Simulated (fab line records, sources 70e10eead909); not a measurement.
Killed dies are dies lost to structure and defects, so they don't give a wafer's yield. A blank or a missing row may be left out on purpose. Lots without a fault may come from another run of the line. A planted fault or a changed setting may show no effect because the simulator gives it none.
One fault seen from 2 desks | flow nand_harc | each desk has only its own numbers; what lay behind them comes last

THE METROLOGY DESK
What the gauges read, lot by lot, whatever tool the lot ran on: means of the sampled wafers that have a number. A lot is out of limits, marked OUT, if its mean lies more than 4 standard deviations from the usual mean; the brackets give that distance.
Columns: A = cd_nm at NHARC_A_CONTACT_CD_MEAS_08, usual 200.0 nm
lot  | first seen here | A
L247 | day 22 17:48    | 200.3
L250 | day 23 08:50    | 200.0
L251 | day 23 20:05    | 199.9
L253 | day 25 03:17    | 199.2
L255 | day 25 19:35    | 200.5
L256 | day 25 19:47    | 200.5
L254 | day 25 21:38    | 200.2
L259 | day 26 20:26    | 199.9
L260 | day 27 09:40    | 200.4
L262 | day 28 00:34    | 200.1
L263 | day 29 03:52    | 200.1
L266 | day 30 04:46    | 199.9
This desk's finding: nothing out of limits on any of the 12 lots.

THE TOOL OWNER'S DESK: rie_diel-05
The tool's own readings at NHARC_A_CONTACT_ETCH_88 (etches the open film in CF4, target depth 39 nm, time 65 s): means of the sampled wafers that have a number, for each lot that ran on this tool. A lot is out of limits, marked OUT, if its mean lies more than 4 standard deviations from the usual mean; the brackets give that distance.
Columns: A = drypump_motor_current_A at NHARC_A_CONTACT_ETCH_88, usual 5.7 A; B = oes_product_au at NHARC_A_CONTACT_ETCH_88, usual 1.000 a.u.; C = rf_vpp_V at NHARC_A_CONTACT_ETCH_88, usual 151.7 V; D = run_length_s at NHARC_A_CONTACT_ETCH_88, usual 86.45 s; E = showerhead_plenum_p_Torr at NHARC_A_CONTACT_ETCH_88, usual 1.80 Torr; F = throttle_valve_pct at NHARC_A_CONTACT_ETCH_88, usual 13.283 %
lot  | first seen here | A   | B     | C     | D               | E    | F
L247 | day 22 18:14    | 5.5 | 1.008 | 151.1 | 86.23           | 1.76 | 13.286
L250 | day 23 09:06    | 5.9 | 1.002 | 151.4 | 86.30           | 1.84 | 13.284
L251 | day 23 20:22    | 5.8 | 1.007 | 152.2 | 86.43           | 1.82 | 13.284
L253 | day 25 03:34    | 5.8 | 1.003 | 152.5 | 86.58           | 1.82 | 13.278
L255 | day 25 19:51    | 5.9 | 0.999 | 151.9 | 86.76           | 1.82 | 13.282
L256 | day 25 20:14    | 5.5 | 1.001 | 151.5 | 86.54           | 1.76 | 13.282
L260 | day 27 09:58    | 5.6 | 0.984 | 150.7 | 86.34           | 1.76 | 13.282
L262 | day 28 00:50    | 5.5 | 0.999 | 150.7 | 86.46           | 1.73 | 13.279
L263 | day 29 04:08    | 5.8 | 1.002 | 152.3 | 86.40           | 1.81 | 13.278
L266 | day 30 05:03    | 5.7 | 0.995 | 152.0 | 81.69 (-18) OUT | 1.81 | 13.290
This desk's finding: out of limits on L266; first on L266, day 30 05:03 (run_length_s at NHARC_A_CONTACT_ETCH_88). In limits: L247, L250, L251, L253, L255, L256, L260, L262, L263.

PUT TOGETHER
The tool owner's desk could have raised an alarm at day 30 05:03, on L266.
The metrology desk saw nothing out of limits.
The metrology desk has L266 on record, within its limits.
Of the lots named, all ran NHARC_A_CONTACT_ETCH_88 on rie_diel-05.

WHAT THE SIMULATOR HAD PUT IN
Process parameter drift: rie_diel-05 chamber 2, from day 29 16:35 on, at NHARC_A_CONTACT_ETCH_88. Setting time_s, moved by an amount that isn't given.
Lots struck among those shown: L266.
Hours from the fault's start to each desk's first reading out of limits: the tool owner's desk, 12.
